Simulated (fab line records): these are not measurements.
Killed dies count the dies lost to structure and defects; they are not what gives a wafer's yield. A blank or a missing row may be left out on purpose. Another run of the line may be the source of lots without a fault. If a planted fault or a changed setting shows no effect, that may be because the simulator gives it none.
Problem report, 8D (eight disciplines) form, completed by code -- flow n5 finfet -- the parts of the form that need people (team, actions taken, sign-off) are left out

1. THE PROBLEM
At N5_BEOL_M14_CD_MEAS_28, cd nm averages 294.1 nm over 2 wafers from 2 lots, while fault-free wafers read 284.8 nm, standard deviation 1.6. Relative to the usual mean, that is a shift of +5.8 standard deviations.
The step: target cd 284.4 nm.
Seen first at day 12 21:48 on cd sem-01, wafer L763.2. The record has a number at this step for 30 wafers belonging to 11 lots. Rule for "out", or "out of limits": more than 4 standard deviations from the usual mean. All remaining wafers that have a number are taken as sound.

2. WHAT IT IS, WHAT IT ISN'T
question,is,is not
which readings at this step,cd nm,-
which lots,"L763, L764","L756, L757, L759, L774, L775, L776, L777, L778, L779"
which wafers of those lots,"L763.2, L764.5","L763.1, L764.1"
read on which gauges,"cd sem-01, cd sem-02",cd sem-03
when,from day 12 21:48,"up to then (9 sound wafers); but 19 sound wafers of L764, L774, L775, L776, L777, L778, L779 came after"

3. THE SUSPECTS, EACH WITH WHAT RULES IT OUT
Counting: if a tool at a process step up to the reading ran every lot that is out, it stays a suspect. Sound lots after the first of them don't rule it out here, since some wafers of a struck lot are sound.
- the gauge at N5_BEOL_M14_CD_MEAS_28 is ruled out. Those wafers that are out were read across 2 gauges (cd sem-01, cd sem-02).
- krf scanner-01 at N5_BEOL_M14_EXPOSE_25 (exposes mask M14, target cd 280 nm): kept. It ran every lot that is out, first L763 (day 12 21:38); its last sound lot up to then is L759 (day 12 03:26).
Left after counting: krf scanner-01 at N5_BEOL_M14_EXPOSE_25.

4. THE CAUSE (what the simulator had put in)
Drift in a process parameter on krf scanner-01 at N5_BEOL_M14_EXPOSE_25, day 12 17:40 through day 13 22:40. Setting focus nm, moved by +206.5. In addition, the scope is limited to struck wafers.
Only this tool survived the counting.

5. THE EFFECT CHAIN, in route order
Each row: a reading whose mean over the struck wafers that have a number lies more than 3 standard deviations from the usual. Scope: only readings with a usual standard deviation given in the record; hours: median across lots of the time from each lot's start at the first step in this table that gives one to its start at this step; sigmas: change in usual standard deviations.
hours,step,reading,usual,on struck wafers,change,sigmas
0,N5_BEOL_M14_CD_MEAS_28,cd nm,284.8 nm,294.1,+9.3,+5.8
27,N5_PASSIVATION_PROBE_49,sort_bin_8_speed,0.00 %,0.04,+0.04,+3.3
Process steps it contains:
- N5_PASSIVATION_PROBE_49
Later steps that measure or inspect, where all struck wafers having a row at the step show a number for every such reading and not one has moved that far: N5_BEOL_M14_OCD_MEAS_35.

6. HOW IT WOULD HAVE BEEN CAUGHT EARLIER
The first out-of-limits reading at a measuring or inspecting step in this record came at day 12 21:48, 4 hours after the fault's start at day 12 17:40.
Tool readings at N5_BEOL_M14_EXPOSE_25 with a usual standard deviation given in the record: none out on any struck wafer, hence no alarm at a limit of 4 standard deviations on them.
L764, from the lots that are out (2), started N5_BEOL_M14_EXPOSE_25 on krf scanner-01 later than day 12 21:48. Holding the tool at that time would have saved it.
